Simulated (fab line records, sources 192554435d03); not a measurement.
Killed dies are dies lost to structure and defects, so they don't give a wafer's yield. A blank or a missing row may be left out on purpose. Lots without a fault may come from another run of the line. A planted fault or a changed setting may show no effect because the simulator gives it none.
One fault seen from 2 desks | flow n5_finfet | each desk has only its own numbers; what lay behind them comes last

THE DEFECT DESK
What the inspections along the route counted, lot by lot: means of the sampled wafers that have a number. A lot is out of limits, marked OUT, if its mean lies more than 4 standard deviations from the usual mean; the brackets give that distance.
Columns: A = raw_defect_count at N5_ZERO_LAYER_INSPECT_20, usual 35
lot  | first seen here | A
L743 | day 2 01:38     | 28
L745 | day 2 13:23     | 25
L746 | day 2 19:16     | 74
L747 | day 3 01:39     | 29
L749 | day 3 13:34     | 27
L750 | day 3 19:23     | 62
L756 | day 5 07:23     | 31
L760 | day 6 07:15     | 34
L762 | day 6 19:17     | 47
L764 | day 7 07:16     | 43
This desk's finding: nothing out of limits on any of the 10 lots.

THE METROLOGY DESK
What the gauges read, lot by lot, whatever tool the lot ran on: means of the sampled wafers that have a number. A lot is out of limits, marked OUT, if its mean lies more than 4 standard deviations from the usual mean; the brackets give that distance. Of its 12 readings 7 are shown: those that lie furthest out on some lot.
Columns: A = cd_nm at N5_ZERO_LAYER_CD_MEAS_11, usual 1999.7 nm; B = cd_nm at N5_WELL_APT_CD_MEAS_08, usual 200.3 nm; C = DIBL_P at N5_BEOL_M4_RC_MEAS_101, usual 36.3 mV/V; D = IOFF_N at N5_BEOL_M4_RC_MEAS_101, usual 0.163 nA/um; E = ION_N at N5_BEOL_M4_RC_MEAS_101, usual 673 uA/um; F = ION_P at N5_BEOL_M4_RC_MEAS_101, usual 461 uA/um; G = SS_P at N5_BEOL_M4_RC_MEAS_101, usual 73.3 mV/dec
lot  | first seen here | A      | B     | C    | D     | E   | F   | G
L743 | day 2 00:40     | 2000.4 | 200.9 | 37.9 | 0.173 | 666 | 459 | 73.7
L745 | day 2 12:46     | 1999.3 | 201.0 | 36.1 | 0.149 | 665 | 466 | 73.2
L746 | day 2 18:39     | 2001.1 | 200.6 | 38.9 | 0.199 | 680 | 462 | 74.1
L747 | day 3 00:38     | 1999.3 | 198.7 | 36.2 | 0.166 | 676 | 467 | 73.1
L749 | day 3 12:40     | 1995.1 | 199.9 | 36.7 | 0.163 | 670 | 464 | 73.5
L750 | day 3 18:46     | 1994.7 | 202.1 | 35.3 | 0.148 | 652 | 450 | 72.8
L756 | day 5 06:46     | 1996.1 | 201.0 | 36.3 | 0.151 | 663 | 456 | 72.9
L760 | day 6 06:38     | 2000.9 | 199.6 | 37.0 | 0.153 | 673 | 460 | 73.8
L762 | day 6 18:40     | 1999.5 | 200.3 | 35.0 | 0.142 | 664 | 457 | 72.8
L764 | day 7 06:39     | 1997.2 | 200.6 | 36.0 | 0.174 | 674 | 463 | 73.1
This desk's finding: nothing out of limits on any of the 10 lots.

PUT TOGETHER
The defect desk saw nothing out of limits.
The metrology desk saw nothing out of limits.

WHAT THE SIMULATOR HAD PUT IN
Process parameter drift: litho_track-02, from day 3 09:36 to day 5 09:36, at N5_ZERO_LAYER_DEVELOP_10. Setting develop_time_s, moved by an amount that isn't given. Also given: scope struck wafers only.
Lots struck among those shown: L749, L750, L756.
